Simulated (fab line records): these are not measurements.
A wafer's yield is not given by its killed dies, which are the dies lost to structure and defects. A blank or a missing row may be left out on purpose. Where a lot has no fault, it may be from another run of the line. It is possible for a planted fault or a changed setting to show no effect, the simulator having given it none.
Matching of chambers ; flow nandHarc ; 4 sister chambers for NHARC_A_CONTACT_DESCUM_13 on rieDiel-01
The step chemistry O2, time 3 s. 8 wafers are shown with their chamber, then 7 later ones without.

== WAFERS PAIRED WITH THEIR CHAMBERS ==
wafer;chamber;drypumpMotorCurrentA (A);showerheadPlenumPTorr (Torr)
L078.3;0;5.47;1.86
L082.2;0;5.44;1.85
L082.4;3;5.66;1.82
L084.2;3;5.68;1.82
L084.5;1;6.09;1.85
L084.6;2;6.08;1.80
L095.1;2;6.10;1.79
L095.3;1;6.08;1.84

== WAFERS WITHOUT THEIR CHAMBER ==
wafer;drypumpMotorCurrentA (A);showerheadPlenumPTorr (Torr)
L095.6;5.71;1.81
L094.2;5.65;1.81
L094.4;6.10;1.79
L094.5;6.06;1.84
L097.1;6.10;1.84
L097.2;6.14;1.79
L097.3;5.67;1.80

== WHICH CHAMBER EACH WENT THROUGH ==
wafer;from the rows above;in truth
L095.6;3;3
L094.2;3;3
L094.4;2;2
L094.5;1;1
L097.1;1;1
L097.2;2;2
L097.3;3;3
7 of 7 placed correctly. From these rows, 0 cannot be placed. Wrongly placed: 0.
How it was worked out, from the rows above alone: a wafer's distance from a chamber is the root of the sum, over the readings, of the square of ((its reading less the chamber's mean) divided by the reading's scatter). The wafer belongs to the nearest chamber; if the next one is less than 2 further off, it can't be placed. A chamber's mean is the mean of its shown wafers. The scatter: the root of (the sum of the squares of (reading less its chamber's mean) over the shown wafers, divided by (wafers less chambers)).
